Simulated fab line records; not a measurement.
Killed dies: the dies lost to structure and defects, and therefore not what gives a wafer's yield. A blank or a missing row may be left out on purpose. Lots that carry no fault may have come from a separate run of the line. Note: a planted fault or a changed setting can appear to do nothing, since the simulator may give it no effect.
fab line records ; flow n5-finfet
[record] lots = 12; wafers = 35; last-day = 21
route steps=1938 shown BEOL_M5@1126 PASSIVATION@1936
lots untouched by any fault: they come from a run of this same line in which no faults occurred
start-h: hours from the record's first day to the start of the lot's first wafer shown ; wait-h: how many hours have passed since the lot's step before this one ; " unchanged from the row above ; L1.1+2: one row covering several wafers at once ; - no value, or no start given ; * or withheld: withheld ; < > ~ a bound
route shown NAME@n: a module of which the file shows steps, and the number in the route of the first ; usual: the fault-free wafers' mean and standard deviation ; same: alike in all rows ; chamber/n: place in a boat ; sites: each site's reading ; _std_site: standard deviation of those values ; _edge_site: inner sites' mean taken away from outer sites' mean ; radius-mm: for every site, how far away it sits from the centre of the wafer ; mask NAME#n: copy n ; behind: the tool/chamber that last shaped the wafer ; hold: why the lot went on hold/how many hours it stayed there/how the hold came to an end ; device: the n, p or np transistor that did not switch ; end of line: tests of these same wafers at the route's end ; for a step that has no rows: nothing shown but its recipe ; killed: the dies lost at the first sort to structure and to defects; this is not the yield of the wafer ; map: the dies of a wafer, with x for killed, . for not killed, _ for no die there
set.NAME: the setting that was run; set.NAME@STEP: the one run at that earlier step ; model.NAME: the simulator's own value behind a step, which no gauge read
one table for each step of the route and one row for each wafer, over a sample of lots
services: a tool's chamber out of use, with start hour (start-h, from the record's first day; less than 0 if before it), hours out, and reason
[[steps]]
[step N5_BEOL_M5_CD_MEAS_11]
[recipe] target-cd-nm = 27.74; landing-energy-ev = 500; detector = se-inlens
[usual] cd-nm = 28.13/0.26
[same] landing-energy-ev = 500
lot.wafer;tool;chamber;start-h;wait-h;cd-nm
L643.3;cd-sem-03;0;273.28;-;28.22
L643.4;cd-sem-03;0;273.28;-;28.17
L643.5;cd-sem-03;0;273.28;-;27.84
L644.1;cd-sem-02;0;277.12;-;28.02
L644.4;cd-sem-02;0;277.12;-;28.40
L644.5;cd-sem-02;0;277.12;-;28.50
L646.2;cd-sem-02;0;281.46;-;27.99
L646.6;cd-sem-02;0;281.46;-;27.78
L647.1;cd-sem-02;0;281.65;-;27.98
L647.4;cd-sem-02;0;281.65;-;28.12
L647.6;cd-sem-02;0;281.65;-;28.07
L651.1;cd-sem-01;0;312.03;-;28.15
L651.3;cd-sem-01;0;312.03;-;28.45
L651.6;cd-sem-01;0;312.03;-;28.10
L652.1;cd-sem-01;0;312.84;-;27.88
L652.2;cd-sem-01;0;312.84;-;28.05
L652.5;cd-sem-01;0;312.84;-;28.63
L653.1;cd-sem-01;0;326.97;-;28.22
L653.3;cd-sem-01;0;326.97;-;27.76
L653.5;cd-sem-01;0;326.97;-;28.15
L655.3;cd-sem-01;0;330.35;-;28.58
L655.5;cd-sem-01;0;330.35;-;28.44
L655.6;cd-sem-01;0;330.35;-;27.89
L659.2;cd-sem-02;0;362.24;-;28.52
L659.3;cd-sem-02;0;362.24;-;28.50
L659.6;cd-sem-02;0;362.24;-;28.13
L662.1;cd-sem-03;0;380.99;-;28.51
L662.3;cd-sem-03;0;380.99;-;28.07
L662.6;cd-sem-03;0;380.99;-;27.92
L665.1;cd-sem-03;0;391.87;-;28.12
L665.5;cd-sem-03;0;391.87;-;28.11
L665.6;cd-sem-03;0;391.87;-;28.08
L666.2;cd-sem-02;0;405.97;-;28.20
L666.3;cd-sem-02;0;405.97;-;28.08
L666.6;cd-sem-02;0;405.97;-;28.35
[step N5_BEOL_M5_COAT_65]
[recipe] resist = SOC; temp-c = 250; time-s = 60; spin-rpm = 1500; resist-thk-nm = 60
[usual] dispense-pressure-kPa = 55/3.2; resist-line-temp-C = 23.01/0.11; spin-speed-rpm = 1499.9/0.97
lot.wafer;tool;chamber;start-h;wait-h;dispense-pressure-kPa;resist-line-temp-C;spin-speed-rpm
L643.3;litho-track-05;0;275.30;1.3;53;23.19;1499.0
L643.4;litho-track-05;0;275.30;1.3;53;23.04;1499.8
L643.5;litho-track-05;0;275.30;1.3;53;23.10;1499.6
L644.1;litho-track-05;0;280.17;2.5;53;23.05;1500.8
L644.4;litho-track-05;0;280.17;2.5;53;22.99;1501.1
L644.5;litho-track-05;0;280.17;2.5;53;23.06;1501.6
L647.1;litho-track-02;0;284.75;2.3;59;22.94;1499.4
L647.4;litho-track-02;0;284.75;2.3;59;22.98;1500.7
L647.6;litho-track-02;0;284.75;2.3;59;23.00;1500.4
L646.2;litho-track-01;0;284.75;2.5;52;23.01;1499.8
L646.6;litho-track-01;0;284.75;2.5;52;22.94;1500.1
L652.1;litho-track-02;0;314.92;1.4;59;23.06;1500.5
L652.2;litho-track-02;0;314.92;1.4;59;23.18;1498.5
L652.5;litho-track-02;0;314.92;1.4;59;22.98;1500.7
L651.1;litho-track-05;0;314.92;2.3;53;23.22;1497.8
L651.3;litho-track-05;0;314.92;2.3;53;22.80;1498.4
L651.6;litho-track-05;0;314.92;2.3;53;22.99;1498.4
L653.1;litho-track-02;0;327.71;0.2;59;22.95;1499.6
L653.3;litho-track-02;0;327.71;0.2;59;22.81;1501.1
L653.5;litho-track-02;0;327.71;0.2;59;23.07;1501.4
L655.3;litho-track-05;0;331.43;0.2;53;22.91;1498.9
L655.5;litho-track-05;0;331.43;0.2;53;23.12;1499.3
L655.6;litho-track-05;0;331.43;0.2;53;23.10;1498.8
L659.2;litho-track-05;0;366.10;3.0;53;22.91;1561.4
L659.3;litho-track-05;0;366.10;3.0;53;22.83;1561.0
L659.6;litho-track-05;0;366.10;3.0;53;23.18;1560.9
L662.1;litho-track-05;0;383.45;1.9;53;23.10;1562.9
L662.3;litho-track-05;0;383.45;1.9;53;22.99;1562.5
L662.6;litho-track-05;0;383.45;1.9;53;22.93;1560.2
L665.1;litho-track-01;0;394.38;1.9;52;22.90;1498.8
L665.5;litho-track-01;0;394.38;1.9;52;22.93;1499.2
L665.6;litho-track-01;0;394.38;1.9;52;22.88;1499.8
L666.2;litho-track-01;0;406.56;0.0;52;22.94;1500.2
L666.3;litho-track-01;0;406.56;0.0;52;22.80;1500.4
L666.6;litho-track-01;0;406.56;0.0;52;22.92;1500.3
[step N5_BEOL_M5_CD_MEAS_28]
[recipe] target-cd-nm = 30.6; landing-energy-ev = 500; detector = se-inlens; target-cd-y-nm = 20; polarity = opening
[usual] cd-nm = 30.58/0.3
[same] landing-energy-ev = 500
lot.wafer;tool;chamber;start-h;wait-h;cd-nm
L643.3;cd-sem-02;0;275.84;-;30.29
L643.4;cd-sem-02;0;275.84;-;29.99
L643.5;cd-sem-02;0;275.84;-;29.97
L644.1;cd-sem-02;0;280.57;-;30.20
L644.4;cd-sem-02;0;280.57;-;30.48
L644.5;cd-sem-02;0;280.57;-;30.68
L646.2;cd-sem-02;0;285.03;-;30.39
L646.6;cd-sem-02;0;285.03;-;30.18
L647.1;cd-sem-03;0;285.08;-;30.91
L647.4;cd-sem-03;0;285.08;-;30.59
L647.6;cd-sem-03;0;285.08;-;30.67
L652.1;cd-sem-03;0;315.20;-;30.63
L652.2;cd-sem-03;0;315.20;-;30.47
L652.5;cd-sem-03;0;315.20;-;30.33
L651.1;cd-sem-01;0;315.25;-;30.41
L651.3;cd-sem-01;0;315.25;-;30.14
L651.6;cd-sem-01;0;315.25;-;30.98
L653.1;cd-sem-01;0;328.11;-;30.49
L653.3;cd-sem-01;0;328.11;-;30.75
L653.5;cd-sem-01;0;328.11;-;30.04
L655.3;cd-sem-02;0;331.88;-;30.40
L655.5;cd-sem-02;0;331.88;-;30.23
L655.6;cd-sem-02;0;331.88;-;30.20
L659.2;cd-sem-01;0;366.50;-;30.23
L659.3;cd-sem-01;0;366.50;-;30.55
L659.6;cd-sem-01;0;366.50;-;30.29
L662.1;cd-sem-02;0;383.73;-;30.11
L662.3;cd-sem-02;0;383.73;-;30.53
L662.6;cd-sem-02;0;383.73;-;30.44
L665.1;cd-sem-01;0;394.78;-;30.33
L665.5;cd-sem-01;0;394.78;-;30.37
L665.6;cd-sem-01;0;394.78;-;30.57
L666.2;cd-sem-02;0;406.96;-;30.81
L666.3;cd-sem-02;0;406.96;-;30.87
L666.6;cd-sem-02;0;406.96;-;30.88
[step N5_BEOL_M5_DESCUM_33]
[recipe] chemistry = O2; time-s = 7; source-power-w = 50; bias-power-w = 20; pressure-mtorr = 20; rf-frequency-hz = 2.712e+07; temp-c = 40; resist = CAR-EUV; o2-flow-sccm = 225
[usual] chamber-pressure-mTorr = 19.997/0.019; drypump-motor-current-A = 5.7/0.4; oes-product-au = 0.79/0.086; rf-vpp-V = 243.0/1.5; showerhead-plenum-p-Torr = 2.08/0.077; throttle-valve-pct = 20.4/0.34
lot.wafer;tool;chamber;start-h;wait-h;chamber-pressure-mTorr;drypump-motor-current-A;oes-product-au;rf-hours-counter-h;rf-vpp-V;showerhead-plenum-p-Torr;throttle-valve-pct
L643.3;rie-diel-02;0;276.37;0.4;19.985;5.8;0.80;101;244.6;2.01;20.4
L643.4;rie-diel-02;1;276.37;0.4;20.005;4.8;0.75;176;244.0;2.11;20.9
L643.5;rie-diel-02;2;276.37;0.4;19.997;5.9;0.69;-;243.1;1.98;20.7
L644.1;rie-diel-06;3;280.69;0.0;19.994;5.4;0.91;23;245.4;2.20;20.4
L644.4;rie-diel-06;2;280.69;0.0;19.991;5.8;0.70;201;243.1;2.14;19.9
L644.5;rie-diel-06;2;280.69;0.0;20.035;5.8;0.70;-;244.7;2.14;19.9
L646.2;rie-diel-02;0;285.15;0.0;20.014;5.8;0.80;104;241.9;2.01;20.4
L646.6;rie-diel-02;1;285.15;0.0;19.997;4.9;0.74;-;242.3;2.11;20.9
L647.1;rie-diel-03;3;285.20;0.0;19.991;6.5;0.73;160;243.2;2.10;20.4
L647.4;rie-diel-03;2;285.20;0.0;19.984;6.0;0.68;-;241.1;1.98;20.1
L647.6;rie-diel-03;0;285.20;0.0;20.021;5.3;0.89;-;242.2;2.04;20.3
L652.1;rie-diel-02;1;315.32;0.0;19.994;4.8;0.75;188;242.4;2.11;20.9
L652.2;rie-diel-02;2;315.32;0.0;19.993;5.9;0.68;225;240.6;1.98;20.7
L652.5;rie-diel-02;1;315.32;0.0;20.044;4.8;0.75;-;243.1;2.11;20.9
L651.1;rie-diel-03;0;315.37;0.0;19.986;5.2;0.88;29;242.2;2.03;20.3
L651.3;rie-diel-03;3;315.37;0.0;19.995;6.4;0.71;170;243.4;2.10;20.4
L651.6;rie-diel-03;0;315.37;0.0;19.990;5.3;0.88;-;242.1;2.03;20.3
L653.1;rie-diel-02;2;328.24;0.0;19.998;5.8;0.68;229;241.6;1.98;20.7
L653.3;rie-diel-02;3;328.24;0.0;19.973;5.4;0.79;82;245.9;2.22;20.2
L653.5;rie-diel-02;2;328.24;0.0;19.997;5.8;0.68;-;240.8;1.98;20.7
L655.3;rie-diel-03;3;332.00;0.0;20.023;6.4;0.72;175;244.5;2.09;20.4
L655.5;rie-diel-03;3;332.00;0.0;19.985;6.5;0.72;-;241.9;2.09;20.4
L655.6;rie-diel-03;0;332.00;0.0;20.006;5.2;0.88;-;243.5;2.03;20.3
L659.2;rie-diel-06;0;366.69;0.1;20.018;5.7;0.88;64;242.2;2.05;20.1
L659.3;rie-diel-06;1;366.69;0.1;20.001;5.7;0.73;193;241.1;2.00;21.0
L659.6;rie-diel-06;1;366.69;0.1;19.982;5.7;0.73;-;240.9;2.00;21.0
L662.1;rie-diel-03;0;384.04;0.2;19.964;5.3;0.85;53;241.5;2.03;20.4
L662.3;rie-diel-03;3;384.04;0.2;20.001;6.5;0.69;194;240.7;2.09;20.5
L662.6;rie-diel-03;0;384.04;0.2;20.007;5.2;0.85;-;242.1;2.03;20.4
L665.1;rie-diel-06;1;395.38;0.5;19.977;5.6;0.73;201;240.5;2.00;21.0
L665.5;rie-diel-06;1;395.38;0.5;20.015;5.6;0.72;-;242.3;2.00;21.0
L665.6;rie-diel-06;0;395.38;0.5;19.958;5.7;0.86;-;241.0;2.05;20.2
L666.2;rie-diel-03;3;407.09;0.0;20.000;6.5;0.70;201;242.8;2.09;20.5
L666.3;rie-diel-03;1;407.09;0.0;20.000;5.9;0.88;36;245.0;2.13;20.0
L666.6;rie-diel-03;2;407.09;0.0;19.985;6.0;0.94;-;245.1;2.23;19.8
[step N5_PASSIVATION_PROBE_49]
[usual] defect-limited-yield = 91.1/1.4; killed_at_M0_to_M3 = 34/9.6; killed_at_M4_up = 15/5.3; killed-at-contacts = 12/6.1; killed-at-front-end = 40/11; killed-at-other = 3.5/2.8; killed-dies = 105/17; killed-open = 70/12; killed-short = 34/7.7; sort_bin_4_leakage = 0.01/0.07; sort_bin_5_function = 5.2/0.97; sort_bin_6_memory = 3.4/0.62; sort_bin_8_speed = 0.00/0.023; sort-n-pass = 1075/17; sort-yield-pct = 91.1/1.4
[same] gross-dies = 1180; killed-at-back-side = 0
lot.wafer;tool;chamber;start-h;wait-h;defect-limited-yield[%];killed_at_M0_to_M3;killed_at_M4_up;killed-at-contacts;killed-at-front-end;killed-at-other;killed-dies;killed-open;killed-short;sort_bin_4_leakage[%];sort_bin_5_function[%];sort_bin_6_memory[%];sort_bin_8_speed[%];sort-n-pass;sort-yield-pct[%]
L659.3;prober-01;-;457.03;0.1;92.1;30;21;10;26;6;93;53;40;0;4.5;2.9;0;1087;92.1
L662.1;prober-01;-;480.34;0.0;91.0;41;7;17;39;2;106;59;45;0;5.3;3.4;0;1074;91.0
L662.3;prober-01;-;480.44;0.1;89.4;43;13;12;55;2;125;84;41;0;5.3;5.2;0;1055;89.4
L662.6;prober-01;-;480.59;0.3;89.2;37;16;17;55;3;128;86;41;0;6.7;3.7;0;1052;89.2
// killed by level:class
L659.3 FIN_SAQP:geometric-particle:short=9 BEOL_M0_SAQP:geometric-particle:open=9 MOL_CONTACT_COAG:geometric-particle:open=8 BEOL_M2:geometric-particle:open=7 BEOL_M4:geometric-particle:open=7 BEOL_M4:geometric-particle:short=6 BEOL_M0_SAQP:geometric-particle:short=5 BEOL_M2:geometric-particle:short=3
L662.1 MOL_CONTACT_COAG:geometric-particle:open=13 BEOL_M2:geometric-particle:open=13 FIN_SAQP:geometric-particle:short=12 BEOL_M0_SAQP:geometric-particle:short=9 BEOL_M0_SAQP:geometric-particle:open=6 FIN_SAQP:geometric-particle:open=5 DUMMY_GATE:geometric-particle:open=5 GATE_CUT:geometric-particle:short=5
L662.3 STI_FIN_REVEAL:geometric-particle:open=13 MOL_CONTACT_COAG:geometric-particle:open=12 BEOL_M2:geometric-particle:open=12 FIN_SAQP:geometric-particle:short=9 BEOL_M0_SAQP:geometric-particle:open=8 BEOL_M0_SAQP:geometric-particle:short=8 BEOL_M4:geometric-particle:open=8 FIN_SAQP:geometric-particle:open=7
L662.6 FIN_SAQP:geometric-particle:open=19 FIN_SAQP:geometric-particle:short=15 MOL_CONTACT_COAG:geometric-particle:open=13 BEOL_M0_SAQP:geometric-particle:open=10 BEOL_M2:geometric-particle:open=9 STARTING-WAFER:geometric-particle:open=6 MOL_CONTACT_COAG:geometric-particle:short=4 BEOL_M0:geometric-particle:open=4
[[services]]
tool;chamber;start-h;hours;kind
rie-diel-02;2;261.12;1.7;repair
rie-diel-03;3;264.21;16.9;repair
rie-diel-03;0;266.87;9.2;repair
rie-diel-03;1;281.66;-;clean
rie-diel-03;1;281.66;-;consumable-replace:focus-ring
rie-diel-03;1;281.66;15.9;scheduled-down
rie-diel-03;1;281.66;15.9;vent-cycle
rie-diel-02;2;283.39;7.7;repair
litho-track-01;-;305.99;-;consumable-replace:filter
rie-diel-06;2;340.34;7.7;repair
rie-diel-02;1;357.58;23.7;repair
rie-diel-02;-;358.10;0.8;repair
rie-diel-03;2;363.34;-;clean
rie-diel-03;2;363.34;-;consumable-replace:focus-ring
rie-diel-03;2;363.34;-;consumable-replace:showerhead
rie-diel-03;2;363.34;22.2;scheduled-down
rie-diel-03;2;363.34;22.2;vent-cycle
rie-diel-02;2;383.25;-;clean
rie-diel-02;2;383.25;-;consumable-replace:focus-ring
rie-diel-02;2;383.25;-;consumable-replace:showerhead
rie-diel-02;2;383.25;17.0;scheduled-down
rie-diel-02;2;383.25;17.0;vent-cycle
[[key]]
[first-sign] step = N5_BEOL_M5_COAT_65; reading = spin-speed-rpm; direction = up; sigmas = 64; usual = *; struck = *
effect none on later readings
met-at N5_BEOL_M5_COAT_65
struck-lots L659,L662
not-acting-at N5_BEOL_M5_CD_MEAS_11,N5_BEOL_M5_CD_MEAS_28,N5_BEOL_M5_DESCUM_33
onset-between 331.43 366.10
[fault] kind = process-parameter-drift; tool = litho-track-05; chamber = -; onset-h = 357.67; steps = N5_BEOL_M5_COAT_65; channel = spin-rpm; offset = *; shape = step; end-h = 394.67; acts-in = *; stated = *
